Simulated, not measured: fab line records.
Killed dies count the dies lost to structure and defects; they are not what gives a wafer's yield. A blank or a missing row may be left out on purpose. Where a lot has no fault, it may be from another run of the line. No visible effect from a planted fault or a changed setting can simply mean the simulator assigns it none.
Split-lot trial	flow n5_finfet	route with 1938 steps; 7 lots, 21 wafers read

THE SPLIT
At N5_BEOL_M12_EXPOSE_07 (exposes mask V11), the setting dose_mj was moved away from the recipe's 32.5 on 6 of the 21 wafers read, by -5.3% to +6.9%. This setting was run at the recipe's value on the other wafers.

FROM THE SPLIT TO THE READING: what the file shows between them, 11 steps
- N5_BEOL_M12_PEB_08: peb time 90 s
- N5_BEOL_M12_DEVELOP_09: develop time 45 s
- N5_BEOL_M12_HARDBAKE_14: time 120 s
- N5_BEOL_M12_CD_MEAS_10: target cd 140 nm
- N5_BEOL_M12_DESCUM_15: chemistry O2, time 7.9 s
- N5_BEOL_M12_ETCH_59: etches BARC in N2/H2, target depth 89 nm, overetch 26.7 nm, time 67.9 s
- N5_BEOL_M12_VIA_ETCH_16: etches SiOC in C4F8/O2/Ar, target depth 724.8 nm
- N5_BEOL_M12_STRIP_63: strips in N2/H2
- N5_BEOL_M12_STRIP_64: strips in N2/H2
- N5_BEOL_M12_STRIP_71: strips in post etch residue remover, time 60 s
- N5_BEOL_M12_SRD_72: time 30 s, dry time 30 s

THE READING
Shown in nm: cd_nm at N5_BEOL_M12_CD_MEAS_17, with target cd 140 nm. A value of 140.2 nm with a standard deviation of 1.7 nm is what fault-free wafers of this fab line usually give.

wafer	tool, chamber at the split	dose_mj as run	against the recipe	cd_nm, nm	against lot-mates on the recipe
L074.1	krf_scanner-02, 0	31.65	-2.6%	139.6	-1.7
L074.3	krf_scanner-02, 0	31.65	-2.6%	137.9	-3.4
L074.4	krf_scanner-02, 0	32.5	recipe	141.3	-
L075.3	krf_scanner-02, 0	32.5	recipe	138.0	-
L075.4	krf_scanner-02, 0	32.5	recipe	140.1	-
L075.5	krf_scanner-02, 0	34.65	+6.6%	146.4	+7.3
L085.1	krf_scanner-01, 0	32.5	recipe	140.0	-
L085.2	krf_scanner-01, 0	32.5	recipe	139.3	-
L085.6	krf_scanner-01, 0	32.5	recipe	139.8	-
L092.2	krf_scanner-01, 0	32.5	recipe	135.0	-
L092.3	krf_scanner-01, 0	32.5	recipe	141.5	-
L092.4	krf_scanner-01, 0	32.5	recipe	136.3	-
L091.4	krf_scanner-01, 0	32.5	recipe	141.8	-
L091.5	krf_scanner-01, 0	32.5	recipe	142.1	-
L091.6	krf_scanner-01, 0	30.79	-5.3%	135.3	-6.6
L093.1	krf_scanner-02, 0	32.5	recipe	139.4	-
L093.3	krf_scanner-02, 0	32.5	recipe	140.9	-
L093.5	krf_scanner-02, 0	33.68	+3.6%	142.0	+1.8
L095.2	krf_scanner-01, 0	32.5	recipe	139.4	-
L095.5	krf_scanner-01, 0	32.5	recipe	140.6	-
L095.6	krf_scanner-01, 0	34.74	+6.9%	150.1	+10.1

FIT RESULTS
A straight line over all 21 wafers: cd_nm changes by +1.03 nm for each +1% of dose_mj; r = +0.82; the points scatter about the line by 2 nm.
The same after taking each lot's own level away (the mean of its wafers on the recipe; 21 wafers): +1.19 nm for each +1%; r = +0.91; scatter 1.5 nm.
The reading moves by 8.2 nm for the largest change in dose_mj, on that fit.
The lots' own levels span 137.60 to 141.95 nm, that is 2.6 times the standard deviation above.
Hence the slope depends on the lot-to-lot level, as the two fits are not the same.
Check: +7.15 nm against its lot-mates is what the line predicts for one of the wafers moved furthest among these (+6.9%) when that wafer is left out of the fit. Against them it came out at +10.1 nm.

THE WHOLE CHAIN: every reading that the file lists as answering this split, in the file's order
step	what it does	reading	change (the file's fit)	r (the file's)
N5_BEOL_M12_CD_MEAS_10	target cd 140 nm	cd_nm	+1.21 nm for each +1% of the setting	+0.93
N5_BEOL_M12_CD_MEAS_17	target cd 140 nm	cd_nm	+1.2 nm for each +1% of the setting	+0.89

FILE'S OWN FIT
cd_nm changes by +1.2 nm for each +1% of dose_mj, r = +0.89.
